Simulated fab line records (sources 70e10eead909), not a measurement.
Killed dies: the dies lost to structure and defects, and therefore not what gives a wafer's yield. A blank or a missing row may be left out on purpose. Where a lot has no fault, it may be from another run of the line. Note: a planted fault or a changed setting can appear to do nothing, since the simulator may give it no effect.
fab line records -- flow nandHarc
record: lots: 6, wafers: 18, lastDay: 33
route steps=1302 shown A_ONON_D1@434 END@1302
lots that met no fault: from a run of the same line without faults
startH: the number of hours between the record's first day and the start of the first shown wafer of the lot -- waitH: hours elapsed since this lot's preceding step -- " same as the row above -- L1.1+2: a single row standing in for several wafers -- - either no value or no given start -- * or withheld: withheld -- < > ~ a bound
route shown NAME@n: names a module that has steps shown in the file, with the first one's number in the route -- usual: the fault-free wafers' mean and standard deviation -- same: alike in all rows -- chamber/n: place in a boat -- sites: per-site readings -- _std_site: standard deviation across them -- _edge_site: inner sites' mean taken away from outer sites' mean -- radiusMm: for every site, how far away it sits from the centre of the wafer -- mask NAME#n: copy n -- behind: tool/chamber where the wafer was last shaped -- hold: cause of the lot's hold/its duration in hours/its outcome -- device: the transistor (n, p or np) that didn't switch -- end of line: the same wafers' tests at the end of the route -- for a step that has no rows: nothing shown but its recipe -- killed: at the first sort, the dies lost to defects and structure; wafer yield is something else -- map: shows each die of a wafer: x if killed, . if not, _ if none is there
set.NAME: the setting as run; set.NAME@STEP: as run at that earlier step -- model.NAME: the simulator's own value behind a step, which no gauge read
lots seen at some steps along the route; tables by step, rows by wafer
services: from which hour (startH, from the record's first day; less than 0 if before it) a tool's chamber was out of use, for how many hours, and why
== steps ==
step: NHARC_A_ONON_D1_ANNEAL_15
recipe: tempC: 750, timeS: 3600
step: NHARC_A_ONON_D1_DEP_16
recipe: targetThkA: 10000, n2FlowSccm: 2750, n2oFlowSccm: 2000, nh3FlowSccm: 500, sih4FlowSccm: 210, tempC: 400
step: NHARC_A_ONON_D1_THK_MEAS_18
recipe: thkMeasGauge: ellipsometry
usual: thkNm: 998/8.3
lot.wafer,tool,chamber,startH,waitH,thkNm
L678.1,filmMetro-01,-,184.66,-,1010
L678.3,filmMetro-01,-,184.66,-,1011
L678.4,filmMetro-01,-,184.66,-,1011
L686.4,filmMetro-01,-,267.28,-,1003
L686.5,filmMetro-01,-,267.28,-,1003
L686.6,filmMetro-01,-,267.28,-,1003
L687.1,filmMetro-01,-,279.95,-,1003
L687.4,filmMetro-01,-,279.95,-,1002
L687.5,filmMetro-01,-,279.95,-,1005
L688.2,filmMetro-01,-,284.36,-,997
L688.5,filmMetro-01,-,284.36,-,995
L688.6,filmMetro-01,-,284.36,-,996
L697.3,filmMetro-01,-,369.60,-,990
L697.4,filmMetro-01,-,369.60,-,989
L697.6,filmMetro-01,-,369.60,-,993
L700.1,filmMetro-02,-,397.06,-,993
L700.3,filmMetro-02,-,397.06,-,992
L700.4,filmMetro-02,-,397.06,-,992
step: NHARC_A_ONON_D1_DEP_19
recipe: targetThkA: 10000, n2FlowSccm: 2750, n2oFlowSccm: 2000, nh3FlowSccm: 500, sih4FlowSccm: 210, tempC: 400
step: NHARC_A_ONON_D1_THK_MEAS_21
recipe: thkMeasGauge: ellipsometry
usual: thkNm: 998/7.5
lot.wafer,tool,chamber,startH,waitH,thkNm
L678.1,filmMetro-02,-,185.22,-,991
L678.3,filmMetro-02,-,185.22,-,989
L678.4,filmMetro-02,-,185.22,-,991
L686.4,filmMetro-02,-,267.85,-,992
L686.5,filmMetro-02,-,267.85,-,992
L686.6,filmMetro-02,-,267.85,-,988
L687.1,filmMetro-02,-,280.52,-,1003
L687.4,filmMetro-02,-,280.52,-,1002
L687.5,filmMetro-02,-,280.52,-,1002
L688.2,filmMetro-01,-,284.92,-,997
L688.5,filmMetro-01,-,284.92,-,998
L688.6,filmMetro-01,-,284.92,-,997
L697.3,filmMetro-02,-,370.16,-,993
L697.4,filmMetro-02,-,370.16,-,992
L697.6,filmMetro-02,-,370.16,-,993
L700.1,filmMetro-01,-,397.63,-,991
L700.3,filmMetro-01,-,397.63,-,988
L700.4,filmMetro-01,-,397.63,-,989
step: NHARC_A_ONON_D1_DEP_22
recipe: targetThkA: 10000, n2FlowSccm: 2750, n2oFlowSccm: 2000, nh3FlowSccm: 500, sih4FlowSccm: 210, tempC: 400
step: NHARC_A_ONON_D1_THK_MEAS_24
recipe: thkMeasGauge: ellipsometry
usual: thkNm: 1002/11
lot.wafer,tool,chamber,startH,waitH,thkNm
L678.1,filmMetro-01,-,185.79,-,990
L678.3,filmMetro-01,-,185.79,-,989
L678.4,filmMetro-01,-,185.79,-,993
L686.4,filmMetro-02,-,268.42,-,996
L686.5,filmMetro-02,-,268.42,-,995
L686.6,filmMetro-02,-,268.42,-,994
L687.1,filmMetro-01,-,281.10,-,1019
L687.4,filmMetro-01,-,281.10,-,1019
L687.5,filmMetro-01,-,281.10,-,1019
L688.2,filmMetro-02,-,285.49,-,1000
L688.5,filmMetro-02,-,285.49,-,1001
L688.6,filmMetro-02,-,285.49,-,1002
L697.3,filmMetro-02,-,370.73,-,1010
L697.4,filmMetro-02,-,370.73,-,1007
L697.6,filmMetro-02,-,370.73,-,1009
L700.1,filmMetro-02,-,398.20,-,1023
L700.3,filmMetro-02,-,398.20,-,1021
L700.4,filmMetro-02,-,398.20,-,1022
step: NHARC_A_ONON_D1_DEP_25
recipe: targetThkA: 10000, n2FlowSccm: 2750, n2oFlowSccm: 2000, nh3FlowSccm: 500, sih4FlowSccm: 210, tempC: 400
step: NHARC_A_ONON_D1_THK_MEAS_27
recipe: thkMeasGauge: ellipsometry
usual: thkNm: 1001/9.9
lot.wafer,tool,chamber,startH,waitH,thkNm
L678.1,filmMetro-01,-,186.36,-,981
L678.3,filmMetro-01,-,186.36,-,980
L678.4,filmMetro-01,-,186.36,-,981
L686.4,filmMetro-01,-,268.99,-,1018
L686.5,filmMetro-01,-,268.99,-,1019
L686.6,filmMetro-01,-,268.99,-,1020
L687.1,filmMetro-02,-,281.67,-,1002
L687.4,filmMetro-02,-,281.67,-,1002
L687.5,filmMetro-02,-,281.67,-,1002
L688.2,filmMetro-02,-,286.06,-,1003
L688.5,filmMetro-02,-,286.06,-,1004
L688.6,filmMetro-02,-,286.06,-,1002
L697.3,filmMetro-02,-,371.30,-,987
L697.4,filmMetro-02,-,371.30,-,987
L697.6,filmMetro-02,-,371.30,-,988
L700.1,filmMetro-01,-,398.79,-,995
L700.3,filmMetro-01,-,398.79,-,995
L700.4,filmMetro-01,-,398.79,-,994
step: NHARC_A_ONON_D1_DEP_28
recipe: targetThkA: 10000, n2FlowSccm: 2750, n2oFlowSccm: 2000, nh3FlowSccm: 500, sih4FlowSccm: 210, tempC: 400
step: NHARC_A_ONON_D1_THK_MEAS_30
recipe: thkMeasGauge: ellipsometry
usual: thkNm: 1000/11
lot.wafer,tool,chamber,startH,waitH,thkNm
L678.1,filmMetro-01,-,186.92,-,981
L678.3,filmMetro-01,-,186.92,-,979
L678.4,filmMetro-01,-,186.92,-,981
L686.4,filmMetro-01,-,269.57,-,1008
L686.5,filmMetro-01,-,269.57,-,1008
L686.6,filmMetro-01,-,269.57,-,1007
L687.1,filmMetro-02,-,282.24,-,983
L687.4,filmMetro-02,-,282.24,-,983
L687.5,filmMetro-02,-,282.24,-,982
L688.2,filmMetro-01,-,286.62,-,987
L688.5,filmMetro-01,-,286.62,-,990
L688.6,filmMetro-01,-,286.62,-,992
L697.3,filmMetro-02,-,371.87,-,1000
L697.4,filmMetro-02,-,371.87,-,1000
L697.6,filmMetro-02,-,371.87,-,1001
L700.1,filmMetro-01,-,399.38,-,990
L700.3,filmMetro-01,-,399.38,-,989
L700.4,filmMetro-01,-,399.38,-,990
step: NHARC_A_ONON_D1_DEP_33
recipe: targetThkA: 2000, tempC: 400, pressureTorr: 6.5, rfW: 900, teosFlowSccm: 161.4, flowSccm: 2650, targetThkNm: 200, gas: O2, material: SiO2
usual: heaterPowerW: 532/90, throttleValvePct: 15.8/0.51
lot.wafer,tool,chamber,startH,waitH,heaterPowerW,throttleValvePct
L678.1,pecvd-01,1,186.98,0.1,527,16.2
L678.3,pecvd-01,2,186.98,0.1,580,16.2
L678.4,pecvd-01,1,186.98,0.1,520,16.1
L686.5,pecvd-02,1,269.76,0.2,582,16.3
L686.4,pecvd-02,2,269.76,0.2,550,15.1
L686.6,pecvd-02,0,269.76,0.2,404,15.2
L687.1,pecvd-02,2,282.30,0.1,427,15.3
L687.4,pecvd-02,2,282.30,0.1,438,15.3
L687.5,pecvd-02,1,282.30,0.1,581,16.4
L688.2,pecvd-03,2,286.68,0.1,626,15.6
L688.6,pecvd-03,2,286.68,0.1,632,15.5
L688.5,pecvd-03,0,286.68,0.1,435,15.8
L697.3,pecvd-02,1,371.97,0.1,525,16.5
L697.4,pecvd-02,1,371.97,0.1,552,16.5
L697.6,pecvd-02,2,371.97,0.1,514,15.5
L700.1,pecvd-01,0,399.44,0.1,751,15.3
L700.3,pecvd-01,1,399.44,0.1,486,16.2
L700.4,pecvd-01,0,399.44,0.1,571,15.3
step: NHARC_A_ONON_D1_THK_MEAS_34
recipe: thkMeasGauge: ellipsometry
usual: thkNm: 200.8/2.8
lot.wafer,tool,chamber,startH,waitH,hold,thkNm
L678.1,filmMetro-02,-,187.40,-,-,201.7
L678.3,filmMetro-02,-,187.40,-,-,201.0
L678.4,filmMetro-02,-,187.40,-,-,201.1
L686.4,filmMetro-02,-,270.04,-,awaitDispo/0.2h/release,366.9
L686.5,filmMetro-02,-,270.04,-,awaitDispo/0.2h/release,366.4
L686.6,filmMetro-02,-,270.04,-,awaitDispo/0.2h/release,371.2
L686.4,filmMetro-02,-,270.21,0.2,-,365.3
L686.5,filmMetro-02,-,270.21,0.2,-,365.6
L686.6,filmMetro-02,-,270.21,0.2,-,373.4
L687.1,filmMetro-01,-,282.71,-,awaitDispo/0.2h/release,363.6
L687.4,filmMetro-01,-,282.71,-,awaitDispo/0.2h/release,367.6
L687.5,filmMetro-01,-,282.71,-,awaitDispo/0.2h/release,370.5
L687.1,filmMetro-01,-,282.88,0.2,-,362.6
L687.4,filmMetro-01,-,282.88,0.2,-,369.9
L687.5,filmMetro-01,-,282.88,0.2,-,368.9
L688.2,filmMetro-01,-,287.10,-,-,198.3
L688.5,filmMetro-01,-,287.10,-,-,205.0
L688.6,filmMetro-01,-,287.10,-,-,202.8
L697.3,filmMetro-01,-,372.34,-,-,198.7
L697.4,filmMetro-01,-,372.34,-,-,203.9
L697.6,filmMetro-01,-,372.34,-,-,198.2
L700.1,filmMetro-02,-,399.85,-,-,194.6
L700.3,filmMetro-02,-,399.85,-,-,196.5
L700.4,filmMetro-02,-,399.85,-,-,198.3
step: NHARC_END_SORT_01
recipe: tempC: 25
usual: defectLimitedYield: 90.9/2.6, killedAtArray: 57/18, killedAtOther: 0.8/1, killedAtPeriphery: 3.9/2.8, killedDies: 62/18, killedOpen: 3.4/1.8, killedShort: 2.2/1.6
same: grossDies: 677
lot.wafer,tool,chamber,startH,waitH,defectLimitedYield[%],killedAtArray,killedAtOther,killedAtPeriphery,killedDies,killedOpen,killedShort
L678.1,prober-02,0,595.60,2.5,93.1,41,0,6,47,0,2
L678.3,prober-02,0,597.22,3.1,91.3,55,2,2,59,2,3
L678.4,prober-02,0,598.03,3.4,90.5,57,0,7,64,5,2
L688.2,prober-01,0,677.73,2.8,98.1,10,2,1,13,2,2
L688.5,prober-01,0,680.12,3.7,95.3,29,1,2,32,3,3
L688.6,prober-01,0,680.91,4.0,95.1,29,1,3,33,6,3
L697.3,prober-02,0,777.31,3.1,92.3,45,4,3,52,2,2
L697.4,prober-02,0,778.12,3.5,90.1,59,2,6,67,7,7
L697.6,prober-02,0,779.76,4.1,91.6,51,0,6,57,4,4
killed by level:class
L678.1 A_CHANNEL_HOLE_D2:chamberFilmFlake=27 A_CONTACT:chamberFilmFlake=4 A_CHANNEL_HOLE_D1:chamberFilmFlake=3 P_STI:chamberFilmFlake=2 A_CHANNEL_FILL_D1:chamberFilmFlake=2 A_STAIRCASE:chamberFilmFlake=2 A_CHANNEL_FILL_D2:geometricParticle:short=1 A_M1:geometricParticle:short=1
L678.3 A_CHANNEL_HOLE_D2:chamberFilmFlake=31 A_CHANNEL_HOLE_D1:chamberFilmFlake=4 A_WL_FILL:geometricParticle:short=3 A_CHANNEL_FILL_D1:chamberFilmFlake=3 A_STAIRCASE:chamberFilmFlake=3 A_CONTACT:chamberFilmFlake=3 A_M1:chamberFilmFlake=3 A_SLIT:chamberFilmFlake=2
L678.4 A_CHANNEL_HOLE_D2:chamberFilmFlake=40 A_M1:chamberFilmFlake=5 A_CHANNEL_HOLE_D1:chamberFilmFlake=3 P_CONTACT:geometricParticle:open=2 A_CHANNEL_FILL_D1:chamberFilmFlake=2 A_STAIRCASE:chamberFilmFlake=2 P_CONTACT:geometricParticle:short=1 A_CHANNEL_HOLE_D1:geometricParticle:open=1
L688.2 A_CHANNEL_HOLE_D1:chamberFilmFlake=5 A_ZERO_WELL:chamberFilmFlake=2 P_M0:geometricParticle:open=1 A_CHANNEL_FILL_D2:geometricParticle:short=1 A_SGD_CUT:geometricParticle:open=1 STARTING-WAFER:geometricParticle:short=1 A_SLIT:chamberFilmFlake=1 THIN_TSV:chamberFilmFlake=1
L688.5 A_CHANNEL_HOLE_D1:chamberFilmFlake=11 A_CONTACT:chamberFilmFlake=4 A_SLIT:chamberFilmFlake=3 A_SOURCE_PLATE:geometricParticle:short=2 A_WL_FILL:geometricParticle:open=2 A_STAIRCASE:chamberFilmFlake=2 A_CHANNEL_FILL_D2:geometricParticle:open=1 A_SGD_CUT:geometricParticle:short=1
L688.6 A_CHANNEL_HOLE_D1:chamberFilmFlake=8 A_SGD_CUT:geometricParticle:open=4 A_SLIT:chamberFilmFlake=2 A_WL_FILL:chamberFilmFlake=2 A_CONTACT:chamberFilmFlake=2 A_BLC:chamberFilmFlake=2 P_M0:geometricParticle:open=1 A_CHANNEL_HOLE_D2:geometricParticle:short=1
L697.3 A_SLIT:chamberFilmFlake=21 A_CHANNEL_HOLE_D1:chamberFilmFlake=13 A_STAIRCASE:chamberFilmFlake=4 THIN_TSV:chamberFilmFlake=4 P_GATE:chamberFilmFlake=2 A_CHANNEL_FILL_D2:chamberFilmFlake=2 A_SOURCE_PLATE:geometricParticle:short=1 A_CHANNEL_HOLE_D1:geometricParticle:short=1
L697.4 A_SLIT:chamberFilmFlake=30 A_CHANNEL_HOLE_D1:chamberFilmFlake=10 A_CHANNEL_FILL_D2:chamberFilmFlake=5 A_CHANNEL_FILL_D2:geometricParticle:open=2 A_WL_FILL:geometricParticle:short=2 P_GATE:chamberFilmFlake=2 THIN_TSV:chamberFilmFlake=2 P_GATE:geometricParticle:open=1
L697.6 A_SLIT:chamberFilmFlake=25 A_CHANNEL_HOLE_D1:chamberFilmFlake=7 A_STAIRCASE:chamberFilmFlake=4 P_GATE:chamberFilmFlake=3 A_CHANNEL_FILL_D2:chamberFilmFlake=3 P_CONTACT:geometricParticle:open=2 A_M0:geometricParticle:open=2 A_CHANNEL_HOLE_D2:chamberFilmFlake=2
== services ==
tool,chamber,startH,hours,kind
pecvd-03,-,185.37,13.0,pm
pecvd-03,0,185.37,13.0,ventCycle
pecvd-03,1,185.37,13.0,ventCycle
pecvd-03,2,185.37,13.0,ventCycle
pecvd-03,0,198.37,-,clean
pecvd-02,-,227.37,13.0,pm
pecvd-02,0,227.37,13.0,ventCycle
pecvd-02,1,227.37,13.0,ventCycle
pecvd-02,2,227.37,13.0,ventCycle
pecvd-02,0,240.37,-,clean
pecvd-02,1,240.37,-,clean
pecvd-02,2,240.37,-,clean
pecvd-01,-,308.66,0.9,repair
pecvd-01,-,311.45,13.0,pm
pecvd-01,0,311.45,13.0,ventCycle
pecvd-01,1,311.45,13.0,ventCycle
pecvd-01,2,311.45,13.0,ventCycle
pecvd-01,0,324.45,-,clean
pecvd-01,1,324.45,-,clean
pecvd-01,2,324.45,-,clean
pecvd-02,-,337.71,0.2,repair
pecvd-01,2,344.35,11.9,repair
pecvd-03,-,366.37,13.0,pm
pecvd-02,2,384.12,186.0,repair
== key ==
firstSign: step: NHARC_A_ONON_D1_THK_MEAS_34, reading: visit, direction: added
effect: step: NHARC_A_ONON_D1_THK_MEAS_34, reading: thkNm, direction: up, sigmas: 60, usual: 200.8, struck: 367.7
metAt NHARC_A_ONON_D1_DEP_33
struckWafers L686.4,L686.5,L686.6,L687.1,L687.4,L687.5
scrappedBehind NHARC_A_ONON_D1_THK_MEAS_34 L686.4,L686.5,L686.6,L687.1,L687.4,L687.5
fault: kind: processParameterDrift, tool: pecvd-02, chamber: -, onsetH: 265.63, steps: NHARC_A_ONON_D1_DEP_33, channel: targetThkNm, offset: 166.41, shape: step, endH: 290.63, actsIn: theseRecipesOnly, stated: 200
